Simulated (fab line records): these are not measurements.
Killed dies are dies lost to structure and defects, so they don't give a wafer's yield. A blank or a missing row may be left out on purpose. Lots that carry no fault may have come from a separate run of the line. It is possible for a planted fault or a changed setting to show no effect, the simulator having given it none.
A struck lot beside a sound one :: flow nand_harc :: 12 out of 1302 route steps
Sound: wafers L562.3, L562.5, L562.6. Struck: wafers L560.1, L560.2, L560.6. The cause is named last.
Order at every step that has rows: each side's tool, ch and its chambers, its first start. Under that, the readings that differ: sound wafers :: struck wafers :: difference of the means :: sigmas: that difference in standard deviations of wafers without a fault.
alike: readings with means less than 2 such deviations apart, plus words and numbers identical on both sides. not compared: withheld readings, readings lacking a value on some wafer, bounds such as >300 that could conceal the same value, and numbers that have no deviation in the record and whose values overlap.
A row with sigmas, a row that says differs or no value, or rows on one side alone: a step with any of these is where the two part. When numbers do not overlap yet have no deviation, they are printed without sigmas and do not part them. A reading missing from all wafers of one side parts the sides only when that side holds two or more wafers.

NHARC_A_SIN_REMOVE_INSPECT_04:
  sound: defect_inspect-01 at day 26 04:57; struck: defect_inspect-02 at day 25 05:01
reading: raw_defect_count
sound: 409 386 551
struck: 274 212 293
difference: -189
sigmas: -2
then, 1 step without rows for these wafers: NHARC_A_WL_FILL_ALD_00 (deposits Al2O3, target thk 3 nm, pulse time 3 s, ald cycles 30).
NHARC_A_WL_FILL_RTA_01: time 5 s.
  sound on rtp_anneal-01 ch 0, day 26 05:20; struck on rtp_anneal-02 ch 0, day 25 05:20
reading: lamp_power_pct (%)
sound: 28.9 28.9 28.9
struck: 30.3 30.3 30.2
difference: +1.4
sigmas: +2

reading: lamp_zone_6_pct (%)
sound: 28.8 28.8 28.8
struck: 30.2 30.2 30.2
difference: +1.4
sigmas: +2

reading: wafer_temp_C_max
sound: 1005.9 1006.7 1006.9
struck: 1002.8 1002.1 1001.7
difference: -4.3
sigmas: -2
  alike: lamp_zone_1_pct
NHARC_A_WL_FILL_ALD_02: deposits TiN, target thk 2 nm, pulse time 3 s, ald cycles 100.
  sound on ald_metal-01 ch 1,3, day 26 05:35; struck on ald_metal-01 ch 0,1, day 25 05:33
  alike: heater_power_w, precursor_pulse_height_rel
NHARC_A_WL_FILL_CVD_03: deposits W, target thk 40 nm, time 279 s.
  sound on cvd_w-01 ch 0,1, day 26 06:07; struck on cvd_w-01 ch 0,1, day 25 06:07
  alike: chamber_pressure_Torr, heater_power_w, throttle_valve_pct
NHARC_A_WL_FILL_ETCHBACK_04: etches the open film in NF3, target depth 60 nm, time 120 s.
  sound on rie_metal-03 ch 0,1, day 26 06:26; struck on rie_metal-03 ch 0,1, day 25 06:29
  alike: drypump_motor_current_A, oes_product_au
  not compared: rf_hours_counter_h
NHARC_A_WL_FILL_ETCHBACK_05: etches the open film in Cl2/BCl3, target depth 22 nm, time 60 s.
  sound on rie_metal-03 ch 0,1, day 26 06:38; struck on rie_metal-03 ch 0,1, day 25 06:44
  alike: drypump_motor_current_A, oes_product_au
  not compared: rf_hours_counter_h
then, 4 steps without rows for these wafers: NHARC_A_WL_FILL_STRIP_27 (strips in N2/H2, time 20 s); NHARC_A_WL_FILL_STRIP_28 (strips in post etch residue remover, time 1200 s); NHARC_A_WL_FILL_PRECLEAN_06 (cleans in DIW, time 300 s); NHARC_A_WL_FILL_SRD_07.
NHARC_A_WL_FILL_ANNEAL_08: time 1800 s.
  sound on furnace-05 ch 0, day 26 11:32; struck on furnace-01, day 25 13:47
  no value came back on the struck wafers for any of 5 readings (run_length_s (s), spike_tc_bottom_C (C) and others); on the sound wafers run_length_s (s) reads 1808 1808 1808

== WHERE THEY PART ==
At NHARC_A_SIN_REMOVE_INSPECT_04 first; at NHARC_A_WL_FILL_ANNEAL_08 last (within this record only).

WHY: whatever the simulator had introduced
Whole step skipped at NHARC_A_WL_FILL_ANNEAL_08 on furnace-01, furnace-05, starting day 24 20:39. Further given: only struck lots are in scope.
